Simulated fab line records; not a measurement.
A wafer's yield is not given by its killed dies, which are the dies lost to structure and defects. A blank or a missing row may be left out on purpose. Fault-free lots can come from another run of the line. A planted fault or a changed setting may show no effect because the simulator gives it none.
Matching of chambers / flow n5-finfet / N5_PMOS_HMC_CHANNEL_EPI_ETCH_38 on rie-si-02 has 4 sister chambers
The step etches SiO2 in CF4, target depth 1.5 nm. 14 wafers are shown with their chamber, then 7 later ones without.

== WAFERS WITH THEIR CHAMBER ==
wafer=L080.1; chamber=1; throttle-valve-pct (%)=21.91; drypump-motor-current-A (A)=5.6; oes-product-au (a.u.)=1.010
wafer=L080.3; chamber=2; throttle-valve-pct (%)=22.24; drypump-motor-current-A (A)=6.7; oes-product-au (a.u.)=1.027
wafer=L080.5; chamber=0; throttle-valve-pct (%)=21.62; drypump-motor-current-A (A)=4.9; oes-product-au (a.u.)=1.024
wafer=L081.1; chamber=0; throttle-valve-pct (%)=21.62; drypump-motor-current-A (A)=4.9; oes-product-au (a.u.)=1.024
wafer=L081.2; chamber=2; throttle-valve-pct (%)=22.24; drypump-motor-current-A (A)=6.7; oes-product-au (a.u.)=1.013
wafer=L081.5; chamber=1; throttle-valve-pct (%)=21.91; drypump-motor-current-A (A)=5.7; oes-product-au (a.u.)=1.002
wafer=L085.2; chamber=3; throttle-valve-pct (%)=21.69; drypump-motor-current-A (A)=6.5; oes-product-au (a.u.)=0.966
wafer=L085.4; chamber=0; throttle-valve-pct (%)=21.62; drypump-motor-current-A (A)=4.9; oes-product-au (a.u.)=1.032
wafer=L085.6; chamber=1; throttle-valve-pct (%)=21.92; drypump-motor-current-A (A)=5.7; oes-product-au (a.u.)=1.002
wafer=L087.1; chamber=0; throttle-valve-pct (%)=21.61; drypump-motor-current-A (A)=5.0; oes-product-au (a.u.)=1.026
wafer=L087.2; chamber=3; throttle-valve-pct (%)=21.69; drypump-motor-current-A (A)=6.6; oes-product-au (a.u.)=0.960
wafer=L087.6; chamber=1; throttle-valve-pct (%)=21.92; drypump-motor-current-A (A)=5.6; oes-product-au (a.u.)=0.998
wafer=L088.1; chamber=0; throttle-valve-pct (%)=21.62; drypump-motor-current-A (A)=5.0; oes-product-au (a.u.)=1.021
wafer=L088.4; chamber=3; throttle-valve-pct (%)=21.71; drypump-motor-current-A (A)=6.5; oes-product-au (a.u.)=0.966

SIGNATURES (averages over the wafers above)
reading=throttle-valve-pct; chamber 0=21.6180; chamber 1=21.9150; chamber 2=22.2400; chamber 3=21.6967; scatter within a chamber=0.00668
reading=drypump-motor-current-A; chamber 0=4.940; chamber 1=5.650; chamber 2=6.700; chamber 3=6.533; scatter within a chamber=0.0535
reading=oes-product-au; chamber 0=1.02540; chamber 1=1.00300; chamber 2=1.02000; chamber 3=0.96400; scatter within a chamber=0.00515
Rule: a wafer's distance from a chamber is the root of the sum, over the readings, of the square of ((its reading less the chamber's mean) divided by the reading's scatter). The wafer belongs to the nearest chamber; if the next one is less than 2 further off, it can't be placed. The scatter is the square root of a quotient: the sum, over the shown wafers, of each reading's squared deviation from its chamber's mean, divided by wafers minus chambers.

== WAFERS WITH NO CHAMBER GIVEN ==
wafer=L088.6; throttle-valve-pct (%)=22.14; drypump-motor-current-A (A)=6.7; oes-product-au (a.u.)=1.019
wafer=L089.1; throttle-valve-pct (%)=22.13; drypump-motor-current-A (A)=6.7; oes-product-au (a.u.)=1.017
wafer=L089.2; throttle-valve-pct (%)=21.70; drypump-motor-current-A (A)=6.5; oes-product-au (a.u.)=0.963
wafer=L089.3; throttle-valve-pct (%)=21.61; drypump-motor-current-A (A)=4.9; oes-product-au (a.u.)=1.013
wafer=L089.4; throttle-valve-pct (%)=21.91; drypump-motor-current-A (A)=5.6; oes-product-au (a.u.)=1.001
wafer=L089.5; throttle-valve-pct (%)=22.14; drypump-motor-current-A (A)=6.7; oes-product-au (a.u.)=1.017
wafer=L089.6; throttle-valve-pct (%)=21.69; drypump-motor-current-A (A)=6.5; oes-product-au (a.u.)=0.971

== CHAMBER TAKEN BY EACH ==
wafer=L088.6; from the rows above=2; in truth=2
wafer=L089.1; from the rows above=2; in truth=2
wafer=L089.2; from the rows above=3; in truth=3
wafer=L089.3; from the rows above=0; in truth=0
wafer=L089.4; from the rows above=1; in truth=1
wafer=L089.5; from the rows above=2; in truth=2
wafer=L089.6; from the rows above=3; in truth=3
Correctly placed: 7 of 7. Left unplaced by these rows: 0. Placed wrongly: 0.
